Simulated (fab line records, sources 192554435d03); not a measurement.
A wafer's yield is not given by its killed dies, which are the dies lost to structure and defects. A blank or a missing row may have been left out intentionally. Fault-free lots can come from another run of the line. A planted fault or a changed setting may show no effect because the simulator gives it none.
Lot-split experiment || flow n5Finfet || route with 1938 steps; 7 lots, 21 wafers read

THE SPLIT ITSELF
At N5_BEOL_M7_ILD_DEP_00 (deposits SiCOH lowk from DEMS/porogen, target thk 179.75 nm, time 33.4 s), the setting timeS was moved away from the recipe's 33.4 s on 4 of the 21 wafers read, by -10.5% to +8.6%. For the rest of the wafers, this setting stayed at what the recipe calls for.

BETWEEN THE SPLIT AND THE READING: the file shows 1 step in between
- N5_BEOL_M7_CURE_74: cures SiCOH lowk, time 240 s

THE READING
M7_ILD_THK in nanometres, read at N5_BEOL_M7_THK_MEAS_01. Fault-free wafers of this fab line usually give 155.4 nm, standard deviation 1.9 nm.

{"wafer": "L078.1", "tool, chamber at the split": "pecvd-04, 1", "timeS as run, s": 31.43, "against the recipe": "-5.9%", "M7_ILD_THK, nm": 146.0, "against lot-mates on the recipe": -8.5}
{"wafer": "L078.4", "tool, chamber at the split": "pecvd-04, 0", "timeS as run, s": 31.43, "against the recipe": "-5.9%", "M7_ILD_THK, nm": 150.1, "against lot-mates on the recipe": -4.4}
{"wafer": "L078.6", "tool, chamber at the split": "pecvd-04, 2", "timeS as run, s": 33.4, "against the recipe": "recipe", "M7_ILD_THK, nm": 154.5, "against lot-mates on the recipe": "-"}
{"wafer": "L079.2", "tool, chamber at the split": "pecvd-04, 2", "timeS as run, s": 33.4, "against the recipe": "recipe", "M7_ILD_THK, nm": 151.5, "against lot-mates on the recipe": "-"}
{"wafer": "L079.3", "tool, chamber at the split": "pecvd-04, 1", "timeS as run, s": 33.4, "against the recipe": "recipe", "M7_ILD_THK, nm": 153.3, "against lot-mates on the recipe": "-"}
{"wafer": "L079.5", "tool, chamber at the split": "pecvd-04, 1", "timeS as run, s": 33.4, "against the recipe": "recipe", "M7_ILD_THK, nm": 156.8, "against lot-mates on the recipe": "-"}
{"wafer": "L089.2", "tool, chamber at the split": "pecvd-04, 2", "timeS as run, s": 33.4, "against the recipe": "recipe", "M7_ILD_THK, nm": 153.4, "against lot-mates on the recipe": "-"}
{"wafer": "L089.4", "tool, chamber at the split": "pecvd-04, 0", "timeS as run, s": 33.4, "against the recipe": "recipe", "M7_ILD_THK, nm": 157.1, "against lot-mates on the recipe": "-"}
{"wafer": "L089.5", "tool, chamber at the split": "pecvd-04, 2", "timeS as run, s": 33.4, "against the recipe": "recipe", "M7_ILD_THK, nm": 154.9, "against lot-mates on the recipe": "-"}
{"wafer": "L092.2", "tool, chamber at the split": "pecvd-04, 2", "timeS as run, s": 33.4, "against the recipe": "recipe", "M7_ILD_THK, nm": 154.2, "against lot-mates on the recipe": "-"}
{"wafer": "L092.3", "tool, chamber at the split": "pecvd-04, 0", "timeS as run, s": 33.4, "against the recipe": "recipe", "M7_ILD_THK, nm": 156.5, "against lot-mates on the recipe": "-"}
{"wafer": "L092.5", "tool, chamber at the split": "pecvd-04, 1", "timeS as run, s": 36.27, "against the recipe": "+8.6%", "M7_ILD_THK, nm": 169.4, "against lot-mates on the recipe": "+14.1"}
{"wafer": "L091.1", "tool, chamber at the split": "pecvd-03, 0", "timeS as run, s": 33.4, "against the recipe": "recipe", "M7_ILD_THK, nm": 152.3, "against lot-mates on the recipe": "-"}
{"wafer": "L091.3", "tool, chamber at the split": "pecvd-03, 2", "timeS as run, s": 29.88, "against the recipe": "-10.5%", "M7_ILD_THK, nm": 137.4, "against lot-mates on the recipe": -16.3}
{"wafer": "L091.4", "tool, chamber at the split": "pecvd-03, 0", "timeS as run, s": 33.4, "against the recipe": "recipe", "M7_ILD_THK, nm": 155.2, "against lot-mates on the recipe": "-"}
{"wafer": "L093.3", "tool, chamber at the split": "pecvd-02, 0", "timeS as run, s": 33.4, "against the recipe": "recipe", "M7_ILD_THK, nm": 152.7, "against lot-mates on the recipe": "-"}
{"wafer": "L093.5", "tool, chamber at the split": "pecvd-02, 0", "timeS as run, s": 33.4, "against the recipe": "recipe", "M7_ILD_THK, nm": 157.0, "against lot-mates on the recipe": "-"}
{"wafer": "L093.6", "tool, chamber at the split": "pecvd-02, 1", "timeS as run, s": 33.4, "against the recipe": "recipe", "M7_ILD_THK, nm": 156.6, "against lot-mates on the recipe": "-"}
{"wafer": "L097.2", "tool, chamber at the split": "pecvd-02, 2", "timeS as run, s": 33.4, "against the recipe": "recipe", "M7_ILD_THK, nm": 154.4, "against lot-mates on the recipe": "-"}
{"wafer": "L097.3", "tool, chamber at the split": "pecvd-02, 0", "timeS as run, s": 33.4, "against the recipe": "recipe", "M7_ILD_THK, nm": 154.7, "against lot-mates on the recipe": "-"}
{"wafer": "L097.4", "tool, chamber at the split": "pecvd-02, 2", "timeS as run, s": 33.4, "against the recipe": "recipe", "M7_ILD_THK, nm": 157.5, "against lot-mates on the recipe": "-"}

FIT RESULTS
A straight line over all 21 wafers: M7_ILD_THK changes by +1.54 nm for each +1% of timeS; r = +0.94; the points scatter about the line by 2 nm.
The same after taking each lot's own level away (the mean of its wafers on the recipe; 21 wafers): +1.46 nm for each +1%; r = +0.94; scatter 1.9 nm.
That fit puts the effect of the largest move of timeS on the reading at 15 nm.
Across the lots, their own levels run from 153.75 to 155.53 nm, a range of 0.9 times the standard deviation given above.
The two slopes agree, so the slope changes little with the lot-to-lot level.
Check: -14.3 nm against its lot-mates is what the line predicts for one of the wafers moved furthest among these (-10.5%) when that wafer is left out of the fit. Against them it came out at -16.3 nm.

OTHER SPLITS APPLIED TO THESE WAFERS
These wafers also went through other splits before the reading. Each is held against what the fit with the lots' levels taken away leaves over:
{"other split on the same wafers": "N5_BEOL_M4_EXPOSE_25 doseMj", "wafers away from the commonest value": 7, "r with M7_ILD_THK (lot level and that fit taken away)": -0.50}

THE WHOLE CHAIN: every reading that the file lists as answering this split, in the file's order
{"step": "N5_BEOL_M7_ILD_DEP_00", "what it does": "deposits SiCOH lowk from DEMS/porogen, target thk 179.75 nm, time 33.4 s", "reading": "SiCOH_lowk_of_BEOL_M7_ILD_DEP_00.thkNm (the simulator's own value, which no gauge read)", "change (the file's fit)": "+1.74 nm for each +1% of the setting", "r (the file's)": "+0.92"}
{"step": "N5_BEOL_M7_CURE_74", "what it does": "cures SiCOH lowk, time 240 s", "reading": "SiCOH_lowk_of_BEOL_M7_ILD_DEP_00.thkNm (the simulator's own value, which no gauge read)", "change (the file's fit)": "+1.51 nm for each +1% of the setting", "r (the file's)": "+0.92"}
{"step": "N5_BEOL_M7_THK_MEAS_01", "what it does": "", "reading": "M7_ILD_THK", "change (the file's fit)": "+1.5 for each +1% of the setting", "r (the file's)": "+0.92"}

FILE'S OWN FIT
M7_ILD_THK changes by +1.5 nm for each +1% of timeS, r = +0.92.
